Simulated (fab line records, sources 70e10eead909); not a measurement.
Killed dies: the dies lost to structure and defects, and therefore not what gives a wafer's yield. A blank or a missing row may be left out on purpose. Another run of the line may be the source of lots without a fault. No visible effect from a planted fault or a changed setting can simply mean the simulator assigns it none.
Matching of chambers :: flow nand_harc :: 3 sister chambers for NHARC_P_M2_DEP_33 on pecvd-03
The step deposits SiCN, target thk 30 nm. 6 wafers are shown with their chamber, then 8 later ones without.

== WAFERS WITH THEIR CHAMBER ==
wafer: L079.2
chamber: 2
heater_power_w (W): 571
heater_power_outer_w (W): 316

wafer: L079.5
chamber: 0
heater_power_w (W): 601
heater_power_outer_w (W): 360

wafer: L086.4
chamber: 1
heater_power_w (W): 592
heater_power_outer_w (W): 318

wafer: L086.5
chamber: 2
heater_power_w (W): 560
heater_power_outer_w (W): 298

wafer: L086.6
chamber: 0
heater_power_w (W): 573
heater_power_outer_w (W): 335

wafer: L089.2
chamber: 1
heater_power_w (W): 599
heater_power_outer_w (W): 330

== WAFERS WITHOUT THEIR CHAMBER ==
wafer: L089.4
heater_power_w (W): 572
heater_power_outer_w (W): 338

wafer: L089.6
heater_power_w (W): 563
heater_power_outer_w (W): 317

wafer: L092.1
heater_power_w (W): 527
heater_power_outer_w (W): 295

wafer: L092.3
heater_power_w (W): 489
heater_power_outer_w (W): 246

wafer: L092.5
heater_power_w (W): 489
heater_power_outer_w (W): 244

wafer: L097.3
heater_power_w (W): 473
heater_power_outer_w (W): 252

wafer: L097.4
heater_power_w (W): 540
heater_power_outer_w (W): 305

wafer: L097.6
heater_power_w (W): 485
heater_power_outer_w (W): 247

== EACH ONE'S CHAMBER ==
wafer: L089.4
from the rows above: can't be placed: 0 or 1 or 2
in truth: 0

wafer: L089.6
from the rows above: can't be placed: 2 or 1
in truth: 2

wafer: L092.1
from the rows above: 2
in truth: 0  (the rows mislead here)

wafer: L092.3
from the rows above: 2
in truth: 2

wafer: L092.5
from the rows above: 2
in truth: 2

wafer: L097.3
from the rows above: 2
in truth: 2

wafer: L097.4
from the rows above: 2
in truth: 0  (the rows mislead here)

wafer: L097.6
from the rows above: 2
in truth: 2
4 of 8 placed correctly. Not placeable from these rows: 2 (in 2, the candidates include the true chamber). Wrongly placed: 2.
How it was worked out, from the rows above alone: a wafer's distance from a chamber is the root of the sum, over the readings, of the square of ((its reading less the chamber's mean) divided by the reading's scatter). If the next closest chamber is less than 2 further off than the closest, the wafer can't be placed; otherwise it belongs to the closest. For every chamber, the mean is computed from those of its wafers that are shown. The scatter is the square root of a quotient: the sum, over the shown wafers, of each reading's squared deviation from its chamber's mean, divided by wafers minus chambers.
